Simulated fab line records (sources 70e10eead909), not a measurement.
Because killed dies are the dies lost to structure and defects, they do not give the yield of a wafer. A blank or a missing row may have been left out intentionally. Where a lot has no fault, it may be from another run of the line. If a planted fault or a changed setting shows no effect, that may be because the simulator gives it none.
Shared-tool check || flow nandHarc || Lots sampled 12, wafers sampled 36

## WHY THIS WAS OPENED
At NHARC_A_SOURCE_PLATE_THK_MEAS_09 the reading thkNm is flagged on 2 of 12 lots. No-fault wafers: 9.8 nm, standard deviation 1.
Rule: a lot is flagged when every wafer of it that has a number lies more than 4 standard deviations from that mean, or none has a number. The other lots count as sound.

{"lot": "L643", "measured": "day 7 05:01", "on": "filmMetro-01", "thkNm (nm), wafer by wafer": "11.0 10.4 9.4", "flag": ""}
{"lot": "L644", "measured": "day 7 18:56", "on": "filmMetro-01", "thkNm (nm), wafer by wafer": "11.3 9.8 8.0", "flag": ""}
{"lot": "L645", "measured": "day 7 23:22", "on": "filmMetro-02", "thkNm (nm), wafer by wafer": "14.1 16.5 14.7", "flag": "FLAGGED"}
{"lot": "L647", "measured": "day 8 10:16", "on": "filmMetro-01", "thkNm (nm), wafer by wafer": "10.4 9.9 8.6", "flag": ""}
{"lot": "L646", "measured": "day 8 14:28", "on": "filmMetro-02", "thkNm (nm), wafer by wafer": "14.4 15.4 16.2", "flag": "FLAGGED"}
{"lot": "L651", "measured": "day 10 19:03", "on": "filmMetro-01", "thkNm (nm), wafer by wafer": "10.2 10.7 7.7", "flag": ""}
{"lot": "L654", "measured": "day 11 12:36", "on": "filmMetro-02", "thkNm (nm), wafer by wafer": "10.3 9.1 9.0", "flag": ""}
{"lot": "L657", "measured": "day 13 07:29", "on": "filmMetro-02", "thkNm (nm), wafer by wafer": "9.8 8.5 8.4", "flag": ""}
{"lot": "L658", "measured": "day 13 07:29", "on": "filmMetro-01", "thkNm (nm), wafer by wafer": "10.4 10.0 6.3", "flag": ""}
{"lot": "L661", "measured": "day 14 09:38", "on": "filmMetro-02", "thkNm (nm), wafer by wafer": "9.6 7.4 11.0", "flag": ""}
{"lot": "L663", "measured": "day 15 15:02", "on": "filmMetro-01", "thkNm (nm), wafer by wafer": "11.0 8.7 9.6", "flag": ""}
{"lot": "L665", "measured": "day 16 07:46", "on": "filmMetro-02", "thkNm (nm), wafer by wafer": "7.7 8.2 11.5", "flag": ""}
Average over the flagged lots: 15.2 nm; offset from the usual +5.4 nm, equal to +5 standard deviations.

## TOOL THAT RAN EACH LOT
Before the reading, the record contains 3 process steps out of a 1302-step route. Every cell lists first the tool, next ch and the chambers used by the sampled wafers, and last the start.
{"lot": "L643", "flag": "", "NHARC_P_BONDPAD_DEGAS_25": "pvdSputter-02, day 6 17:49", "NHARC_P_BONDPAD_CMP_19": "cmp-04 ch 1,2,3, day 6 18:55", "NHARC_A_SOURCE_PLATE_OXIDE_02": "furnace-07 ch 0, day 7 00:57"}
{"lot": "L644", "flag": "", "NHARC_P_BONDPAD_DEGAS_25": "pvdSputter-02, day 7 06:58", "NHARC_P_BONDPAD_CMP_19": "cmp-01 ch 2,3, day 7 08:03", "NHARC_A_SOURCE_PLATE_OXIDE_02": "furnace-03 ch 0, day 7 14:53"}
{"lot": "L645", "flag": "FLAGGED", "NHARC_P_BONDPAD_DEGAS_25": "pvdSputter-01, day 7 06:59", "NHARC_P_BONDPAD_CMP_19": "cmp-04 ch 0,2, day 7 08:11", "NHARC_A_SOURCE_PLATE_OXIDE_02": "furnace-03 ch 0, day 7 14:53 and furnace-07 ch 0, day 7 18:58"}
{"lot": "L647", "flag": "", "NHARC_P_BONDPAD_DEGAS_25": "pvdSputter-03, day 7 23:35", "NHARC_P_BONDPAD_CMP_19": "cmp-04 ch 1,3, day 8 00:40", "NHARC_A_SOURCE_PLATE_OXIDE_02": "furnace-03 ch 0, day 8 06:16"}
{"lot": "L646", "flag": "FLAGGED", "NHARC_P_BONDPAD_DEGAS_25": "pvdSputter-03, day 7 22:39", "NHARC_P_BONDPAD_CMP_19": "cmp-02 ch 0,3, day 7 23:43", "NHARC_A_SOURCE_PLATE_OXIDE_02": "furnace-03, day 8 06:16 and furnace-07 ch 0, day 8 10:09"}
{"lot": "L651", "flag": "", "NHARC_P_BONDPAD_DEGAS_25": "pvdSputter-02, day 10 05:20", "NHARC_P_BONDPAD_CMP_19": "cmp-02 ch 1,2,3, day 10 06:25", "NHARC_A_SOURCE_PLATE_OXIDE_02": "furnace-07 ch 0, day 10 15:01"}
{"lot": "L654", "flag": "", "NHARC_P_BONDPAD_DEGAS_25": "pvdSputter-03, day 11 00:51", "NHARC_P_BONDPAD_CMP_19": "cmp-04 ch 0,2,3, day 11 02:01", "NHARC_A_SOURCE_PLATE_OXIDE_02": "furnace-03 ch 0, day 11 08:31"}
{"lot": "L657", "flag": "", "NHARC_P_BONDPAD_DEGAS_25": "pvdSputter-03, day 12 20:14", "NHARC_P_BONDPAD_CMP_19": "cmp-02 ch 1,2, day 12 21:22", "NHARC_A_SOURCE_PLATE_OXIDE_02": "furnace-07 ch 0, day 13 03:23"}
{"lot": "L658", "flag": "", "NHARC_P_BONDPAD_DEGAS_25": "pvdSputter-03, day 12 20:51", "NHARC_P_BONDPAD_CMP_19": "cmp-04 ch 0,1,2, day 12 21:58", "NHARC_A_SOURCE_PLATE_OXIDE_02": "furnace-07 ch 0, day 13 03:23"}
{"lot": "L661", "flag": "", "NHARC_P_BONDPAD_DEGAS_25": "pvdSputter-01, day 13 22:50", "NHARC_P_BONDPAD_CMP_19": "cmp-02 ch 0,2,3, day 13 23:55", "NHARC_A_SOURCE_PLATE_OXIDE_02": "furnace-06 ch 0, day 14 05:35"}
{"lot": "L663", "flag": "", "NHARC_P_BONDPAD_DEGAS_25": "pvdSputter-01, day 15 03:10", "NHARC_P_BONDPAD_CMP_19": "cmp-02 ch 0,1,2, day 15 04:19", "NHARC_A_SOURCE_PLATE_OXIDE_02": "furnace-06 ch 0, day 15 10:58"}
{"lot": "L665", "flag": "", "NHARC_P_BONDPAD_DEGAS_25": "pvdSputter-01, day 15 20:01", "NHARC_P_BONDPAD_CMP_19": "cmp-04 ch 0,3, day 15 21:08", "NHARC_A_SOURCE_PLATE_OXIDE_02": "furnace-03 ch 0, day 16 03:39"}
What is done by these steps:
- NHARC_P_BONDPAD_DEGAS_25: time 60 s.
- NHARC_P_BONDPAD_CMP_19: polishes, t overpolish 30 s, cu recess touch 16 s, target thk 160.81 nm.
- NHARC_A_SOURCE_PLATE_OXIDE_02: material SiO2, target thk 10 nm, ox time 1362 s.
- NHARC_A_SOURCE_PLATE_THK_MEAS_09: measures by ellipsometry.

## FLAGGED AGAINST TOTAL, ONE TOOL AT A TIME (gauges that did the reading follow at the end)
{"step": "NHARC_P_BONDPAD_DEGAS_25", "tool": "pvdSputter-01", "lots run": 4, "flagged": 1, "share of the flagged lots": "some", "sound lots run after its first flagged lot": "3 (L661,L663,L665)"}
{"step": "NHARC_P_BONDPAD_DEGAS_25", "tool": "pvdSputter-02", "lots run": 3, "flagged": 0, "share of the flagged lots": "none", "sound lots run after its first flagged lot": "-"}
{"step": "NHARC_P_BONDPAD_DEGAS_25", "tool": "pvdSputter-03", "lots run": 5, "flagged": 1, "share of the flagged lots": "some", "sound lots run after its first flagged lot": "4 (L647,L654,L657,L658)"}
{"step": "NHARC_P_BONDPAD_CMP_19", "tool": "cmp-01", "lots run": 1, "flagged": 0, "share of the flagged lots": "none", "sound lots run after its first flagged lot": "-"}
{"step": "NHARC_P_BONDPAD_CMP_19", "tool": "cmp-02", "lots run": 5, "flagged": 1, "share of the flagged lots": "some", "sound lots run after its first flagged lot": "4 (L651,L657,L661,L663)"}
{"step": "NHARC_P_BONDPAD_CMP_19", "tool": "cmp-04", "lots run": 6, "flagged": 1, "share of the flagged lots": "some", "sound lots run after its first flagged lot": "4 (L647,L654,L658,L665)"}
{"step": "NHARC_A_SOURCE_PLATE_OXIDE_02", "tool": "furnace-03", "lots run": 6, "flagged": 2, "share of the flagged lots": "all", "sound lots run after its first flagged lot": "3 (L647,L654,L665)"}
{"step": "NHARC_A_SOURCE_PLATE_OXIDE_02", "tool": "furnace-06", "lots run": 2, "flagged": 0, "share of the flagged lots": "none", "sound lots run after its first flagged lot": "-"}
{"step": "NHARC_A_SOURCE_PLATE_OXIDE_02", "tool": "furnace-07", "lots run": 6, "flagged": 2, "share of the flagged lots": "all", "sound lots run after its first flagged lot": "3 (L651,L657,L658)"}
{"step": "NHARC_A_SOURCE_PLATE_THK_MEAS_09", "tool": "filmMetro-01", "lots run": 6, "flagged": 0, "share of the flagged lots": "none", "sound lots run after its first flagged lot": "-"}
{"step": "NHARC_A_SOURCE_PLATE_THK_MEAS_09", "tool": "filmMetro-02", "lots run": 6, "flagged": 2, "share of the flagged lots": "all", "sound lots run after its first flagged lot": "4 (L654,L657,L661,L665)"}

## THE TABLE: WHAT IT ALLOWS
3 rows of the table ran every flagged lot: furnace-03 at NHARC_A_SOURCE_PLATE_OXIDE_02, furnace-07 at NHARC_A_SOURCE_PLATE_OXIDE_02, filmMetro-02 at NHARC_A_SOURCE_PLATE_THK_MEAS_09.
- furnace-03 at NHARC_A_SOURCE_PLATE_OXIDE_02 ran 6 lots, 2 of them flagged. Lots that were sound ran on it after the first flagged one (L647, L654, L665); a persistent fault on the entire tool would not allow that.
- furnace-07 at NHARC_A_SOURCE_PLATE_OXIDE_02 ran 6 lots, 2 of them flagged. Lots that were sound ran on it after the first flagged one (L651, L657, L658); a persistent fault on the entire tool would not allow that.
- filmMetro-02 at NHARC_A_SOURCE_PLATE_THK_MEAS_09 ran 6 lots, 2 of them flagged. Lots that were sound ran on it after the first flagged one (L654, L657, L661, L665); a persistent fault on the entire tool would not allow that.
None of the table's rows ran every flagged lot and, after the first, no sound lot.

## WHAT THE SIMULATOR HAD PUT IN
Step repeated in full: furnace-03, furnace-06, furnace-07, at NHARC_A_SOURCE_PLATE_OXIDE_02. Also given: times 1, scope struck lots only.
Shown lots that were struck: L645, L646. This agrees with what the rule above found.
